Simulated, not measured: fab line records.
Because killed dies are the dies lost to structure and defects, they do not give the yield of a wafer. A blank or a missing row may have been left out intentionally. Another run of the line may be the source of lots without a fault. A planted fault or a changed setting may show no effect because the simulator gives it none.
fab line records / flow nand_harc
record: lots: 15 wafers: 45 last_day: 33
route steps=1302 shown P_M1@311 P_M2@326
lots with no fault: from the same line, run without faults
start_h: hours from the record's opening day to when the first of the lot's shown wafers began / wait_h: time in hours since the lot's previous step / " identical to the entry in the row above / L1.1+2: a row that stands for several wafers / - value missing, or start not given / * or withheld: withheld / < > ~ a bound
route shown NAME@n: names a module that has steps shown in the file, with the first one's number in the route / usual: mean/standard deviation of fault-free wafers / same: alike in all rows / chamber/n: place in a boat / sites: readings site by site / _std_site: their standard deviation / _edge_site: inner sites' mean taken away from outer sites' mean / radius_mm: how far each site lies from the wafer's centre / mask NAME#n: copy n / behind: the last tool/chamber to shape the wafer / hold: the reason the lot was held/the length of the hold in hours/how it ended / device: transistor that didn't switch, given as n, p or np / end of line: the route-end tests of the same wafers / step lacking rows: just its recipe / killed: not the wafer's yield, but the dies lost to structure and defects at the first sort / map: per-die view of a wafer (x killed, . not killed, _ where there is no die)
set.NAME: the run value of the setting; set.NAME@STEP: its run value at that earlier step / model.NAME: the simulator's own value behind a step, which no gauge read
steps of the route over a sample of lots; a table a step, a row a wafer
services: when a tool's chamber went out of use (start_h, in hours from the record's first day, below 0 if earlier), for how many hours, and the reason
== steps ==
step: NHARC_P_M1_CMP_23
recipe: t_overpolish_s: 20 target_thk_nm: 157.82
usual: edge_zone_pressure_frac: 1.000/0.0051 motor_current_A: 12.1/1.2 slurry_filter_dp_kPa: 13.50/0.14 time_to_endpoint_s: 28.4/2.2
lot.wafer=L292.4 tool=cmp-01 chamber=1 start_h=124.40 wait_h=- edge_zone_pressure_frac=0.998 motor_current_A=14.3 slurry_filter_dp_kPa=13.51 time_to_endpoint_s=28.5
lot.wafer=L292.1 tool=cmp-01 chamber=2 start_h=124.40 wait_h=- edge_zone_pressure_frac=1.002 motor_current_A=11.8 slurry_filter_dp_kPa=13.53 time_to_endpoint_s=26.6
lot.wafer=L292.3 tool=cmp-01 chamber=0 start_h=124.40 wait_h=- edge_zone_pressure_frac=1.011 motor_current_A=11.1 slurry_filter_dp_kPa=13.50 time_to_endpoint_s=30.3
lot.wafer=L293.4 tool=cmp-01 chamber=1 start_h=139.43 wait_h=- edge_zone_pressure_frac=1.003 motor_current_A=15.6 slurry_filter_dp_kPa=13.34 time_to_endpoint_s=28.1
lot.wafer=L293.3 tool=cmp-01 chamber=2 start_h=139.43 wait_h=- edge_zone_pressure_frac=0.989 motor_current_A=12.9 slurry_filter_dp_kPa=13.46 time_to_endpoint_s=31.9
lot.wafer=L293.6 tool=cmp-01 chamber=2 start_h=139.43 wait_h=- edge_zone_pressure_frac=0.996 motor_current_A=12.2 slurry_filter_dp_kPa=13.48 time_to_endpoint_s=29.5
lot.wafer=L295.2 tool=cmp-02 chamber=1 start_h=153.68 wait_h=- edge_zone_pressure_frac=1.008 motor_current_A=11.5 slurry_filter_dp_kPa=13.44 time_to_endpoint_s=28.3
lot.wafer=L295.1 tool=cmp-02 chamber=2 start_h=153.68 wait_h=- edge_zone_pressure_frac=0.991 motor_current_A=12.9 slurry_filter_dp_kPa=13.69 time_to_endpoint_s=28.3
lot.wafer=L295.5 tool=cmp-02 chamber=0 start_h=153.68 wait_h=- edge_zone_pressure_frac=0.999 motor_current_A=11.8 slurry_filter_dp_kPa=13.59 time_to_endpoint_s=31.9
lot.wafer=L296.2 tool=cmp-01 chamber=1 start_h=179.99 wait_h=- edge_zone_pressure_frac=1.004 motor_current_A=14.6 slurry_filter_dp_kPa=13.52 time_to_endpoint_s=28.3
lot.wafer=L296.3 tool=cmp-01 chamber=2 start_h=179.99 wait_h=- edge_zone_pressure_frac=1.011 motor_current_A=12.2 slurry_filter_dp_kPa=13.60 time_to_endpoint_s=29.9
lot.wafer=L296.6 tool=cmp-01 chamber=3 start_h=179.99 wait_h=- edge_zone_pressure_frac=1.001 motor_current_A=10.9 slurry_filter_dp_kPa=13.69 time_to_endpoint_s=25.9
lot.wafer=L298.1 tool=cmp-01 chamber=2 start_h=190.28 wait_h=- edge_zone_pressure_frac=1.001 motor_current_A=12.3 slurry_filter_dp_kPa=13.45 time_to_endpoint_s=29.2
lot.wafer=L298.3 tool=cmp-01 chamber=0 start_h=190.28 wait_h=- edge_zone_pressure_frac=1.000 motor_current_A=11.1 slurry_filter_dp_kPa=13.33 time_to_endpoint_s=26.8
lot.wafer=L298.6 tool=cmp-01 chamber=2 start_h=190.28 wait_h=- edge_zone_pressure_frac=0.997 motor_current_A=12.3 slurry_filter_dp_kPa=13.63 time_to_endpoint_s=26.5
lot.wafer=L299.3 tool=cmp-03 chamber=3 start_h=196.84 wait_h=- edge_zone_pressure_frac=0.994 motor_current_A=13.3 slurry_filter_dp_kPa=13.49 time_to_endpoint_s=29.7
lot.wafer=L299.1 tool=cmp-03 chamber=2 start_h=196.84 wait_h=- edge_zone_pressure_frac=0.998 motor_current_A=12.9 slurry_filter_dp_kPa=13.46 time_to_endpoint_s=26.6
lot.wafer=L299.5 tool=cmp-03 chamber=3 start_h=196.84 wait_h=- edge_zone_pressure_frac=0.998 motor_current_A=13.0 slurry_filter_dp_kPa=13.33 time_to_endpoint_s=26.6
lot.wafer=L301.2 tool=cmp-02 chamber=2 start_h=214.50 wait_h=- edge_zone_pressure_frac=0.998 motor_current_A=12.2 slurry_filter_dp_kPa=13.57 time_to_endpoint_s=29.9
lot.wafer=L301.4 tool=cmp-02 chamber=0 start_h=214.50 wait_h=- edge_zone_pressure_frac=0.994 motor_current_A=11.1 slurry_filter_dp_kPa=13.18 time_to_endpoint_s=31.0
lot.wafer=L301.5 tool=cmp-02 chamber=2 start_h=214.50 wait_h=- edge_zone_pressure_frac=0.994 motor_current_A=12.3 slurry_filter_dp_kPa=13.56 time_to_endpoint_s=31.9
lot.wafer=L300.4 tool=cmp-01 chamber=1 start_h=215.23 wait_h=- edge_zone_pressure_frac=0.995 motor_current_A=15.4 slurry_filter_dp_kPa=13.74 time_to_endpoint_s=24.0
lot.wafer=L300.1 tool=cmp-01 chamber=3 start_h=215.23 wait_h=- edge_zone_pressure_frac=0.999 motor_current_A=10.8 slurry_filter_dp_kPa=13.43 time_to_endpoint_s=25.5
lot.wafer=L300.5 tool=cmp-01 chamber=0 start_h=215.23 wait_h=- edge_zone_pressure_frac=1.003 motor_current_A=11.5 slurry_filter_dp_kPa=13.49 time_to_endpoint_s=23.1
lot.wafer=L306.1 tool=cmp-03 chamber=3 start_h=274.34 wait_h=- edge_zone_pressure_frac=1.009 motor_current_A=12.8 slurry_filter_dp_kPa=13.52 time_to_endpoint_s=27.5
lot.wafer=L306.3 tool=cmp-03 chamber=1 start_h=274.34 wait_h=- edge_zone_pressure_frac=0.990 motor_current_A=11.8 slurry_filter_dp_kPa=13.53 time_to_endpoint_s=31.6
lot.wafer=L306.5 tool=cmp-03 chamber=0 start_h=274.34 wait_h=- edge_zone_pressure_frac=0.995 motor_current_A=10.7 slurry_filter_dp_kPa=13.51 time_to_endpoint_s=27.7
lot.wafer=L305.3 tool=cmp-02 chamber=1 start_h=281.37 wait_h=- edge_zone_pressure_frac=1.007 motor_current_A=11.6 slurry_filter_dp_kPa=13.30 time_to_endpoint_s=27.1
lot.wafer=L305.1 tool=cmp-02 chamber=3 start_h=281.37 wait_h=- edge_zone_pressure_frac=1.002 motor_current_A=11.4 slurry_filter_dp_kPa=13.58 time_to_endpoint_s=28.5
lot.wafer=L305.2 tool=cmp-02 chamber=0 start_h=281.37 wait_h=- edge_zone_pressure_frac=1.002 motor_current_A=11.3 slurry_filter_dp_kPa=13.54 time_to_endpoint_s=26.7
lot.wafer=L308.4 tool=cmp-02 chamber=0 start_h=298.25 wait_h=- edge_zone_pressure_frac=0.996 motor_current_A=11.1 slurry_filter_dp_kPa=13.54 time_to_endpoint_s=32.0
lot.wafer=L308.1 tool=cmp-02 chamber=2 start_h=298.25 wait_h=- edge_zone_pressure_frac=0.993 motor_current_A=12.6 slurry_filter_dp_kPa=13.50 time_to_endpoint_s=32.1
lot.wafer=L308.5 tool=cmp-02 chamber=0 start_h=298.25 wait_h=- edge_zone_pressure_frac=0.999 motor_current_A=10.7 slurry_filter_dp_kPa=13.47 time_to_endpoint_s=30.4
lot.wafer=L309.2 tool=cmp-03 chamber=3 start_h=300.46 wait_h=- edge_zone_pressure_frac=0.995 motor_current_A=13.1 slurry_filter_dp_kPa=13.27 time_to_endpoint_s=30.7
lot.wafer=L309.5 tool=cmp-03 chamber=1 start_h=300.46 wait_h=- edge_zone_pressure_frac=1.000 motor_current_A=11.5 slurry_filter_dp_kPa=13.65 time_to_endpoint_s=28.3
lot.wafer=L309.6 tool=cmp-03 chamber=2 start_h=300.46 wait_h=- edge_zone_pressure_frac=1.000 motor_current_A=12.1 slurry_filter_dp_kPa=13.45 time_to_endpoint_s=27.5
lot.wafer=L312.2 tool=cmp-01 chamber=2 start_h=336.50 wait_h=- edge_zone_pressure_frac=1.004 motor_current_A=12.0 slurry_filter_dp_kPa=13.45 time_to_endpoint_s=30.9
lot.wafer=L312.3 tool=cmp-01 chamber=3 start_h=336.50 wait_h=- edge_zone_pressure_frac=0.993 motor_current_A=11.1 slurry_filter_dp_kPa=13.47 time_to_endpoint_s=26.1
lot.wafer=L312.1 tool=cmp-01 chamber=1 start_h=336.50 wait_h=- edge_zone_pressure_frac=1.000 motor_current_A=14.4 slurry_filter_dp_kPa=13.59 time_to_endpoint_s=28.7
lot.wafer=L314.4 tool=cmp-01 chamber=2 start_h=344.34 wait_h=- edge_zone_pressure_frac=1.001 motor_current_A=12.4 slurry_filter_dp_kPa=13.11 time_to_endpoint_s=28.1
lot.wafer=L314.2 tool=cmp-01 chamber=3 start_h=344.34 wait_h=- edge_zone_pressure_frac=0.995 motor_current_A=10.7 slurry_filter_dp_kPa=13.38 time_to_endpoint_s=24.1
lot.wafer=L314.5 tool=cmp-01 chamber=2 start_h=344.34 wait_h=- edge_zone_pressure_frac=1.001 motor_current_A=11.9 slurry_filter_dp_kPa=13.40 time_to_endpoint_s=27.5
lot.wafer=L313.2 tool=cmp-01 chamber=3 start_h=344.92 wait_h=- edge_zone_pressure_frac=1.000 motor_current_A=10.7 slurry_filter_dp_kPa=13.37 time_to_endpoint_s=27.7
lot.wafer=L313.4 tool=cmp-01 chamber=0 start_h=344.92 wait_h=- edge_zone_pressure_frac=0.997 motor_current_A=10.6 slurry_filter_dp_kPa=13.48 time_to_endpoint_s=29.6
lot.wafer=L313.5 tool=cmp-01 chamber=2 start_h=344.92 wait_h=- edge_zone_pressure_frac=0.997 motor_current_A=12.5 slurry_filter_dp_kPa=13.63 time_to_endpoint_s=29.6
step: NHARC_P_M1_THK_MEAS_24
recipe: thk_meas_gauge: xrf
usual: thk_nm: 157.8/1.2
lot.wafer=L292.1 tool=film_metro-02 chamber=- start_h=124.72 wait_h=- thk_nm=157.5
lot.wafer=L292.3 tool=film_metro-02 chamber=- start_h=124.72 wait_h=- thk_nm=155.3
lot.wafer=L292.4 tool=film_metro-02 chamber=- start_h=124.72 wait_h=- thk_nm=158.3
lot.wafer=L293.3 tool=film_metro-01 chamber=- start_h=139.74 wait_h=- thk_nm=156.2
lot.wafer=L293.4 tool=film_metro-01 chamber=- start_h=139.74 wait_h=- thk_nm=158.7
lot.wafer=L293.6 tool=film_metro-01 chamber=- start_h=139.74 wait_h=- thk_nm=156.7
lot.wafer=L295.1 tool=film_metro-01 chamber=- start_h=153.97 wait_h=- thk_nm=156.9
lot.wafer=L295.2 tool=film_metro-01 chamber=- start_h=153.97 wait_h=- thk_nm=155.5
lot.wafer=L295.5 tool=film_metro-01 chamber=- start_h=153.97 wait_h=- thk_nm=156.2
lot.wafer=L296.2 tool=film_metro-02 chamber=- start_h=180.25 wait_h=- thk_nm=157.0
lot.wafer=L296.3 tool=film_metro-02 chamber=- start_h=180.25 wait_h=- thk_nm=158.0
lot.wafer=L296.6 tool=film_metro-02 chamber=- start_h=180.25 wait_h=- thk_nm=156.7
lot.wafer=L298.1 tool=film_metro-02 chamber=- start_h=190.60 wait_h=- thk_nm=156.7
lot.wafer=L298.3 tool=film_metro-02 chamber=- start_h=190.60 wait_h=- thk_nm=158.9
lot.wafer=L298.6 tool=film_metro-02 chamber=- start_h=190.60 wait_h=- thk_nm=158.8
lot.wafer=L299.1 tool=film_metro-02 chamber=- start_h=197.15 wait_h=- thk_nm=157.6
lot.wafer=L299.3 tool=film_metro-02 chamber=- start_h=197.15 wait_h=- thk_nm=158.2
lot.wafer=L299.5 tool=film_metro-02 chamber=- start_h=197.15 wait_h=- thk_nm=157.2
lot.wafer=L301.2 tool=film_metro-01 chamber=- start_h=214.79 wait_h=- thk_nm=159.0
lot.wafer=L301.4 tool=film_metro-01 chamber=- start_h=214.79 wait_h=- thk_nm=157.0
lot.wafer=L301.5 tool=film_metro-01 chamber=- start_h=214.79 wait_h=- thk_nm=158.3
lot.wafer=L300.1 tool=film_metro-01 chamber=- start_h=215.52 wait_h=- thk_nm=157.5
lot.wafer=L300.4 tool=film_metro-01 chamber=- start_h=215.52 wait_h=- thk_nm=156.3
lot.wafer=L300.5 tool=film_metro-01 chamber=- start_h=215.52 wait_h=- thk_nm=158.2
lot.wafer=L306.1 tool=film_metro-02 chamber=- start_h=274.65 wait_h=- thk_nm=156.0
lot.wafer=L306.3 tool=film_metro-02 chamber=- start_h=274.65 wait_h=- thk_nm=158.4
lot.wafer=L306.5 tool=film_metro-02 chamber=- start_h=274.65 wait_h=- thk_nm=158.3
lot.wafer=L305.1 tool=film_metro-02 chamber=- start_h=281.69 wait_h=- thk_nm=158.3
lot.wafer=L305.2 tool=film_metro-02 chamber=- start_h=281.69 wait_h=- thk_nm=156.0
lot.wafer=L305.3 tool=film_metro-02 chamber=- start_h=281.69 wait_h=- thk_nm=160.3
lot.wafer=L308.1 tool=film_metro-02 chamber=- start_h=298.57 wait_h=- thk_nm=155.5
lot.wafer=L308.4 tool=film_metro-02 chamber=- start_h=298.57 wait_h=- thk_nm=157.4
lot.wafer=L308.5 tool=film_metro-02 chamber=- start_h=298.57 wait_h=- thk_nm=158.2
lot.wafer=L309.2 tool=film_metro-01 chamber=- start_h=300.71 wait_h=- thk_nm=156.3
lot.wafer=L309.5 tool=film_metro-01 chamber=- start_h=300.71 wait_h=- thk_nm=158.2
lot.wafer=L309.6 tool=film_metro-01 chamber=- start_h=300.71 wait_h=- thk_nm=157.7
lot.wafer=L312.1 tool=film_metro-01 chamber=- start_h=336.82 wait_h=- thk_nm=158.6
lot.wafer=L312.2 tool=film_metro-01 chamber=- start_h=336.82 wait_h=- thk_nm=157.2
lot.wafer=L312.3 tool=film_metro-01 chamber=- start_h=336.82 wait_h=- thk_nm=156.1
lot.wafer=L314.2 tool=film_metro-02 chamber=- start_h=344.63 wait_h=- thk_nm=156.1
lot.wafer=L314.4 tool=film_metro-02 chamber=- start_h=344.63 wait_h=- thk_nm=160.1
lot.wafer=L314.5 tool=film_metro-02 chamber=- start_h=344.63 wait_h=- thk_nm=158.8
lot.wafer=L313.2 tool=film_metro-01 chamber=- start_h=345.21 wait_h=- thk_nm=158.8
lot.wafer=L313.4 tool=film_metro-01 chamber=- start_h=345.21 wait_h=- thk_nm=158.5
lot.wafer=L313.5 tool=film_metro-01 chamber=- start_h=345.21 wait_h=- thk_nm=157.7
step: NHARC_P_M2_PEB_07
recipe: peb_temp_c: 100 peb_time_s: 65
usual: chill_plate_temp_C: 22.99/0.12 exhaust_pa: 45.0/0.87
lot.wafer=L292.1 tool=litho_track-01 chamber=0 start_h=126.06 wait_h=0.1 chill_plate_temp_C=23.09 exhaust_pa=45.2
lot.wafer=L292.3 tool=litho_track-01 chamber=0 start_h=126.06 wait_h=0.1 chill_plate_temp_C=23.00 exhaust_pa=45.3
lot.wafer=L292.4 tool=litho_track-01 chamber=0 start_h=126.06 wait_h=0.1 chill_plate_temp_C=22.92 exhaust_pa=46.9
lot.wafer=L293.3 tool=litho_track-01 chamber=0 start_h=141.40 wait_h=0.0 chill_plate_temp_C=23.04 exhaust_pa=43.2
lot.wafer=L293.4 tool=litho_track-01 chamber=0 start_h=141.40 wait_h=0.0 chill_plate_temp_C=23.09 exhaust_pa=45.0
lot.wafer=L293.6 tool=litho_track-01 chamber=0 start_h=141.40 wait_h=0.0 chill_plate_temp_C=23.06 exhaust_pa=44.0
lot.wafer=L295.1 tool=litho_track-04 chamber=0 start_h=155.45 wait_h=0.1 chill_plate_temp_C=23.10 exhaust_pa=44.8
lot.wafer=L295.2 tool=litho_track-04 chamber=0 start_h=155.45 wait_h=0.1 chill_plate_temp_C=23.05 exhaust_pa=46.4
lot.wafer=L295.5 tool=litho_track-04 chamber=0 start_h=155.45 wait_h=0.1 chill_plate_temp_C=22.97 exhaust_pa=44.4
lot.wafer=L296.2 tool=litho_track-04 chamber=0 start_h=181.72 wait_h=0.1 chill_plate_temp_C=23.03 exhaust_pa=44.3
lot.wafer=L296.3 tool=litho_track-04 chamber=0 start_h=181.72 wait_h=0.1 chill_plate_temp_C=23.03 exhaust_pa=45.3
lot.wafer=L296.6 tool=litho_track-04 chamber=0 start_h=181.72 wait_h=0.1 chill_plate_temp_C=22.70 exhaust_pa=45.0
lot.wafer=L298.1 tool=litho_track-01 chamber=0 start_h=191.95 wait_h=0.1 chill_plate_temp_C=23.06 exhaust_pa=44.6
lot.wafer=L298.3 tool=litho_track-01 chamber=0 start_h=191.95 wait_h=0.1 chill_plate_temp_C=22.84 exhaust_pa=44.3
lot.wafer=L298.6 tool=litho_track-01 chamber=0 start_h=191.95 wait_h=0.1 chill_plate_temp_C=22.83 exhaust_pa=44.0
lot.wafer=L299.1 tool=litho_track-01 chamber=0 start_h=198.64 wait_h=0.1 chill_plate_temp_C=23.10 exhaust_pa=43.1
lot.wafer=L299.3 tool=litho_track-01 chamber=0 start_h=198.64 wait_h=0.1 chill_plate_temp_C=22.82 exhaust_pa=44.0
lot.wafer=L299.5 tool=litho_track-01 chamber=0 start_h=198.64 wait_h=0.1 chill_plate_temp_C=23.02 exhaust_pa=43.9
lot.wafer=L301.2 tool=litho_track-06 chamber=0 start_h=216.14 wait_h=0.1 chill_plate_temp_C=23.24 exhaust_pa=45.5
lot.wafer=L301.4 tool=litho_track-06 chamber=0 start_h=216.14 wait_h=0.1 chill_plate_temp_C=23.35 exhaust_pa=45.6
lot.wafer=L301.5 tool=litho_track-06 chamber=0 start_h=216.14 wait_h=0.1 chill_plate_temp_C=23.28 exhaust_pa=44.6
lot.wafer=L300.1 tool=litho_track-01 chamber=0 start_h=216.99 wait_h=0.1 chill_plate_temp_C=22.89 exhaust_pa=45.5
lot.wafer=L300.4 tool=litho_track-01 chamber=0 start_h=216.99 wait_h=0.1 chill_plate_temp_C=22.86 exhaust_pa=45.7
lot.wafer=L300.5 tool=litho_track-01 chamber=0 start_h=216.99 wait_h=0.1 chill_plate_temp_C=22.96 exhaust_pa=45.2
lot.wafer=L306.1 tool=litho_track-01 chamber=- start_h=276.12 wait_h=0.1 chill_plate_temp_C=- exhaust_pa=-
lot.wafer=L306.3 tool=litho_track-01 chamber=- start_h=276.12 wait_h=0.1 chill_plate_temp_C=- exhaust_pa=-
lot.wafer=L306.5 tool=litho_track-01 chamber=- start_h=276.12 wait_h=0.1 chill_plate_temp_C=- exhaust_pa=-
lot.wafer=L305.1 tool=litho_track-06 chamber=- start_h=283.24 wait_h=0.1 chill_plate_temp_C=- exhaust_pa=-
lot.wafer=L305.2 tool=litho_track-06 chamber=- start_h=283.24 wait_h=0.1 chill_plate_temp_C=- exhaust_pa=-
lot.wafer=L305.3 tool=litho_track-06 chamber=- start_h=283.24 wait_h=0.1 chill_plate_temp_C=- exhaust_pa=-
lot.wafer=L308.1 tool=litho_track-01 chamber=- start_h=300.04 wait_h=0.1 chill_plate_temp_C=- exhaust_pa=-
lot.wafer=L308.4 tool=litho_track-01 chamber=- start_h=300.04 wait_h=0.1 chill_plate_temp_C=- exhaust_pa=-
lot.wafer=L308.5 tool=litho_track-01 chamber=- start_h=300.04 wait_h=0.1 chill_plate_temp_C=- exhaust_pa=-
lot.wafer=L309.2 tool=litho_track-04 chamber=0 start_h=302.13 wait_h=0.1 chill_plate_temp_C=22.87 exhaust_pa=45.3
lot.wafer=L309.5 tool=litho_track-04 chamber=0 start_h=302.13 wait_h=0.1 chill_plate_temp_C=23.06 exhaust_pa=45.9
lot.wafer=L309.6 tool=litho_track-04 chamber=0 start_h=302.13 wait_h=0.1 chill_plate_temp_C=23.05 exhaust_pa=45.9
lot.wafer=L312.1 tool=litho_track-06 chamber=0 start_h=338.29 wait_h=0.1 chill_plate_temp_C=22.92 exhaust_pa=44.0
lot.wafer=L312.2 tool=litho_track-06 chamber=0 start_h=338.29 wait_h=0.1 chill_plate_temp_C=22.94 exhaust_pa=44.6
lot.wafer=L312.3 tool=litho_track-06 chamber=0 start_h=338.29 wait_h=0.1 chill_plate_temp_C=22.91 exhaust_pa=43.5
lot.wafer=L314.2 tool=litho_track-01 chamber=0 start_h=345.97 wait_h=0.1 chill_plate_temp_C=23.04 exhaust_pa=44.8
lot.wafer=L314.4 tool=litho_track-01 chamber=0 start_h=345.97 wait_h=0.1 chill_plate_temp_C=22.76 exhaust_pa=45.4
lot.wafer=L314.5 tool=litho_track-01 chamber=0 start_h=345.97 wait_h=0.1 chill_plate_temp_C=22.95 exhaust_pa=45.1
lot.wafer=L313.2 tool=litho_track-06 chamber=0 start_h=346.74 wait_h=0.1 chill_plate_temp_C=23.02 exhaust_pa=45.1
lot.wafer=L313.4 tool=litho_track-06 chamber=0 start_h=346.74 wait_h=0.1 chill_plate_temp_C=22.95 exhaust_pa=45.6
lot.wafer=L313.5 tool=litho_track-06 chamber=0 start_h=346.74 wait_h=0.1 chill_plate_temp_C=22.84 exhaust_pa=44.2
step: NHARC_P_M2_CD_MEAS_16
usual: cd_nm: 170.4/0.59
lot.wafer=L292.1 tool=cd_sem-02 chamber=- start_h=126.63 wait_h=- cd_nm=170.9
lot.wafer=L292.3 tool=cd_sem-02 chamber=- start_h=126.63 wait_h=- cd_nm=170.0
lot.wafer=L292.4 tool=cd_sem-02 chamber=- start_h=126.63 wait_h=- cd_nm=170.5
lot.wafer=L293.3 tool=cd_sem-03 chamber=- start_h=141.99 wait_h=- cd_nm=170.0
lot.wafer=L293.4 tool=cd_sem-03 chamber=- start_h=141.99 wait_h=- cd_nm=171.0
lot.wafer=L293.6 tool=cd_sem-03 chamber=- start_h=141.99 wait_h=- cd_nm=170.4
lot.wafer=L295.1 tool=cd_sem-01 chamber=- start_h=156.02 wait_h=- cd_nm=170.3
lot.wafer=L295.2 tool=cd_sem-01 chamber=- start_h=156.02 wait_h=- cd_nm=170.3
lot.wafer=L295.5 tool=cd_sem-01 chamber=- start_h=156.02 wait_h=- cd_nm=170.3
lot.wafer=L296.2 tool=cd_sem-01 chamber=- start_h=182.29 wait_h=- cd_nm=168.9
lot.wafer=L296.3 tool=cd_sem-01 chamber=- start_h=182.29 wait_h=- cd_nm=169.6
lot.wafer=L296.6 tool=cd_sem-01 chamber=- start_h=182.29 wait_h=- cd_nm=169.4
lot.wafer=L298.1 tool=cd_sem-02 chamber=- start_h=192.52 wait_h=- cd_nm=170.6
lot.wafer=L298.3 tool=cd_sem-02 chamber=- start_h=192.52 wait_h=- cd_nm=170.1
lot.wafer=L298.6 tool=cd_sem-02 chamber=- start_h=192.52 wait_h=- cd_nm=169.8
lot.wafer=L299.1 tool=cd_sem-02 chamber=- start_h=199.21 wait_h=- cd_nm=169.8
lot.wafer=L299.3 tool=cd_sem-02 chamber=- start_h=199.21 wait_h=- cd_nm=169.9
lot.wafer=L299.5 tool=cd_sem-02 chamber=- start_h=199.21 wait_h=- cd_nm=170.1
lot.wafer=L301.2 tool=cd_sem-02 chamber=- start_h=216.71 wait_h=- cd_nm=170.3
lot.wafer=L301.4 tool=cd_sem-02 chamber=- start_h=216.71 wait_h=- cd_nm=169.9
lot.wafer=L301.5 tool=cd_sem-02 chamber=- start_h=216.71 wait_h=- cd_nm=169.4
lot.wafer=L300.1 tool=cd_sem-02 chamber=- start_h=217.56 wait_h=- cd_nm=169.5
lot.wafer=L300.4 tool=cd_sem-02 chamber=- start_h=217.56 wait_h=- cd_nm=170.1
lot.wafer=L300.5 tool=cd_sem-02 chamber=- start_h=217.56 wait_h=- cd_nm=170.8
lot.wafer=L306.1 tool=cd_sem-03 chamber=- start_h=276.74 wait_h=- cd_nm=-
lot.wafer=L306.3 tool=cd_sem-03 chamber=- start_h=276.74 wait_h=- cd_nm=-
lot.wafer=L306.5 tool=cd_sem-03 chamber=- start_h=276.74 wait_h=- cd_nm=-
lot.wafer=L305.1 tool=cd_sem-03 chamber=- start_h=283.81 wait_h=- cd_nm=-
lot.wafer=L305.2 tool=cd_sem-03 chamber=- start_h=283.81 wait_h=- cd_nm=-
lot.wafer=L305.3 tool=cd_sem-03 chamber=- start_h=283.81 wait_h=- cd_nm=-
lot.wafer=L308.1 tool=cd_sem-03 chamber=- start_h=300.74 wait_h=0.2 cd_nm=-
lot.wafer=L308.4 tool=cd_sem-03 chamber=- start_h=300.74 wait_h=0.2 cd_nm=-
lot.wafer=L308.5 tool=cd_sem-03 chamber=- start_h=300.74 wait_h=0.2 cd_nm=-
lot.wafer=L309.2 tool=cd_sem-03 chamber=- start_h=302.85 wait_h=0.2 cd_nm=171.1
lot.wafer=L309.5 tool=cd_sem-03 chamber=- start_h=302.85 wait_h=0.2 cd_nm=170.8
lot.wafer=L309.6 tool=cd_sem-03 chamber=- start_h=302.85 wait_h=0.2 cd_nm=169.8
lot.wafer=L312.1 tool=cd_sem-02 chamber=- start_h=338.86 wait_h=- cd_nm=169.8
lot.wafer=L312.2 tool=cd_sem-02 chamber=- start_h=338.86 wait_h=- cd_nm=170.2
lot.wafer=L312.3 tool=cd_sem-02 chamber=- start_h=338.86 wait_h=- cd_nm=169.8
lot.wafer=L314.2 tool=cd_sem-01 chamber=- start_h=347.02 wait_h=- cd_nm=170.9
lot.wafer=L314.4 tool=cd_sem-01 chamber=- start_h=347.02 wait_h=- cd_nm=170.6
lot.wafer=L314.5 tool=cd_sem-01 chamber=- start_h=347.02 wait_h=- cd_nm=169.9
lot.wafer=L313.2 tool=cd_sem-02 chamber=- start_h=347.31 wait_h=- cd_nm=170.8
lot.wafer=L313.4 tool=cd_sem-02 chamber=- start_h=347.31 wait_h=- cd_nm=169.9
lot.wafer=L313.5 tool=cd_sem-02 chamber=- start_h=347.31 wait_h=- cd_nm=170.6
== services ==
tool=cmp-03 chamber=- start_h=105.81 hours=0.9 kind=repair
tool=cmp-02 chamber=- start_h=108.49 hours=2.6 kind=repair
tool=cmp-02 chamber=- start_h=134.51 hours=4.0 kind=pm
tool=cmp-03 chamber=- start_h=150.39 hours=0.8 kind=repair
tool=litho_track-01 chamber=- start_h=155.00 hours=7.0 kind=pm
tool=cmp-01 chamber=- start_h=160.20 hours=2.5 kind=repair
tool=cmp-03 chamber=- start_h=162.00 hours=4.0 kind=pm
tool=litho_track-06 chamber=- start_h=179.00 hours=7.0 kind=pm
tool=cmp-01 chamber=- start_h=185.50 hours=4.0 kind=pm
tool=cmp-01 chamber=- start_h=189.50 hours=- kind=consumable_replace:conditioner
tool=cmp-01 chamber=- start_h=189.50 hours=- kind=consumable_replace:pad
tool=litho_track-04 chamber=- start_h=203.00 hours=7.0 kind=pm
tool=cmp-03 chamber=- start_h=217.25 hours=0.3 kind=repair
tool=cmp-02 chamber=- start_h=227.03 hours=1.3 kind=repair
tool=cmp-02 chamber=- start_h=232.51 hours=4.0 kind=pm
tool=cmp-02 chamber=- start_h=259.69 hours=1.6 kind=repair
tool=cmp-03 chamber=- start_h=260.00 hours=4.0 kind=pm
tool=cmp-02 chamber=- start_h=282.26 hours=1.4 kind=repair
tool=cmp-01 chamber=- start_h=283.50 hours=4.0 kind=pm
tool=cmp-01 chamber=- start_h=287.50 hours=- kind=consumable_replace:conditioner
tool=cmp-02 chamber=- start_h=304.85 hours=2.1 kind=repair
tool=cmp-01 chamber=- start_h=312.61 hours=1.6 kind=repair
tool=litho_track-01 chamber=- start_h=330.00 hours=7.0 kind=pm
tool=cmp-02 chamber=- start_h=330.51 hours=4.0 kind=pm
== key ==
first_sign: step: NHARC_P_M2_PEB_07 reading: tool_record direction: missing
effect none on later readings
met_at NHARC_P_M2_PEB_07
struck_lots L305,L306,L308
later_rows_left_out L305.1,L305.2,L305.3,L306.1,L306.3,L306.5,L308.1,L308.4,L308.5
sort_left_out L305.1,L305.2,L305.3,L306.1,L306.3,L306.5,L308.1,L308.4,L308.5
not_acting_at NHARC_P_M1_CMP_23,NHARC_P_M1_THK_MEAS_24,NHARC_P_M2_CD_MEAS_16
onset_between 216.99 276.12
fault: kind: skipped_step_whole tool: litho_track-01,litho_track-06 chamber: - onset_h: 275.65 steps: NHARC_P_M2_PEB_07 scope: struck_lots_only
sort_left_out: the simulated sort isn't trusted on such a fault, so these wafers' sort isn't shown, and their yield isn't known
later_rows_left_out: the simulator's readings of these wafers behind a module that went badly wrong aren't trusted and aren't shown, but for the sort
